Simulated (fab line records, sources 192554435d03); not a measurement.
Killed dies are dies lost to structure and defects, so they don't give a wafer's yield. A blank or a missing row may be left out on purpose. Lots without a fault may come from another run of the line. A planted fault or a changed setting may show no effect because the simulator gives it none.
A struck lot beside a sound one | flow n5_finfet | 35 steps out of a route of 1938
Sound: wafers L869.2, L869.3, L869.4. Struck: wafer L860.6. (L860.4 of the same lot was not struck and is left out.) The cause comes at the end.
At each step with rows: each side's tool, then ch and its chambers, then its first start. Under that, the readings that differ: sound wafers | struck wafers | difference of the means | sigmas: that difference in standard deviations of wafers without a fault.
alike: readings whose means differ by less than 2 such deviations, and words and numbers that are the same on both sides. not compared: withheld readings, readings that some wafer has no value for, bounds like >300 that may hide the same value, and numbers for which the record gives no deviation and whose values overlap.
The two part at a step that has a row with sigmas, a row that says differs or no value, or rows on one side only. Numbers that don't overlap but have no deviation are shown without sigmas and don't part them. A reading that every wafer of one side lacks parts them only if that side has two wafers or more.

first, 11 steps without rows for these wafers: N5_SD_EPI_N_SD_RECESS_17 (chemistry HBr/Cl2/O2, target depth 41 nm, time 23.7 s, bt time 3 s); N5_SD_EPI_N_STRIP_38 (strips in N2/H2); N5_SD_EPI_N_WET_ETCH_43 (etches SiO2 in dHF, time 14 s, target depth 1.5 nm); N5_SD_EPI_N_STRIP_18 (strips in SPM, time 750 s); N5_SD_EPI_N_SRD_20 (time 30 s); N5_SD_EPI_N_PRECLEAN_48 (cleans in NF3:NH3, afs cycles 2, time 20 s, sublimation time 60 s); N5_SD_EPI_N_VAPOR_ETCH_50 (etches Si in HCl, time 54 s); N5_SD_EPI_N_EPI_21 (deposits Si:P, time 690 s); N5_SD_EPI_N_PRECLEAN_24 (cleans in O3/DIW, time 60 s); N5_SD_EPI_N_SRD_25 (time 30 s); N5_SD_EPI_N_PRECLEAN_49 (cleans in NF3:NH3, afs cycles 1, time 20 s, sublimation time 60 s).
N5_SD_EPI_N_LINER_46: material SiNx, target thk 3 nm.
  sound on ald_sin-02 ch 0,1,2, day 8 18:28; struck on ald_sin-03 ch 1, day 6 15:16
  reading                                     | sound | struck | difference | sigmas
  model.SiNx_of_SD_EPI_N_LINER_46.thk_nm (nm) | 3 3 3 | 2.4    | -0.6       |
  alike: heater_power_w, susceptor_temp_C
  not compared: since_wet_clean_h
then, 21 steps without rows for these wafers: N5_SD_EPI_P_COAT_34 (time 60 s, resist thk 350 nm); N5_SD_EPI_P_COAT_35 (time 60 s, resist thk 35 nm); N5_SD_EPI_P_COAT_03 (resist thk 150 nm); N5_SD_EPI_P_EBR_05; N5_SD_EPI_P_SOFTBAKE_04 (time 60 s); N5_SD_EPI_P_EXPOSE_06 (exposes mask SD P BLK, target cd 240 nm); N5_SD_EPI_P_PEB_07 (peb time 60 s); N5_SD_EPI_P_DEVELOP_08 (develop time 30 s); N5_SD_EPI_P_DESCUM_14 (chemistry O2, time 7.9 s); N5_SD_EPI_P_ETCH_36 (etches SiARC in CF4, target depth 45.5 nm, time 75.8 s); N5_SD_EPI_P_ETCH_37 (etches SOC in N2/H2, overetch 108 nm, time 486 s); N5_SD_EPI_P_STRIP_38 (strips in N2/H2); N5_SD_EPI_P_ETCHBACK_46 (etches SiNx in CH3F/O2, stops on SiO2, target depth 17.5 nm); N5_SD_EPI_P_ETCH_47 (etches SiOCN in CH3F/O2, target depth 25 nm); N5_SD_EPI_P_ETCH_16 (etches SiO2 in CHF3/O2, target depth 5 nm); N5_SD_EPI_P_STRIP_50 (strips in CHF3/O2); N5_SD_EPI_P_SD_RECESS_17 (chemistry HBr/Cl2/O2, target depth 39.1 nm, bt time 3 s); N5_SD_EPI_P_WET_ETCH_45 (etches SiO2 in dHF, time 10.7 s, target depth 2 nm, rinse time 30 s); N5_SD_EPI_P_STRIP_40 (strips in N2/H2); N5_SD_EPI_P_PRECLEAN_52 (cleans in O3/DIW, time 60 s); N5_SD_EPI_P_SRD_20 (time 30 s).
N5_SD_EPI_P_PRECLEAN_51: cleans in NF3:NH3, afs cycles 1, time 20 s, sublimation time 60 s.
  sound on epi_rpcvd-04 ch 0, day 8 20:16; struck on epi_rpcvd-04 ch 0, day 6 17:12
  reading                                     | sound       | struck | difference | sigmas
  model.SiNx_of_SD_EPI_N_LINER_46.thk_nm (nm) | 2.6 2.6 2.6 | 2      | -1         |
  alike: susceptor_temp_C
then, 1 step without rows for these wafers: N5_SD_EPI_P_VAPOR_ETCH_44 (etches SiGe30 in NF3/Ar, time 3.3 s).

WHERE THEY PART
Nowhere in this record.

WHY: what the simulator had put in
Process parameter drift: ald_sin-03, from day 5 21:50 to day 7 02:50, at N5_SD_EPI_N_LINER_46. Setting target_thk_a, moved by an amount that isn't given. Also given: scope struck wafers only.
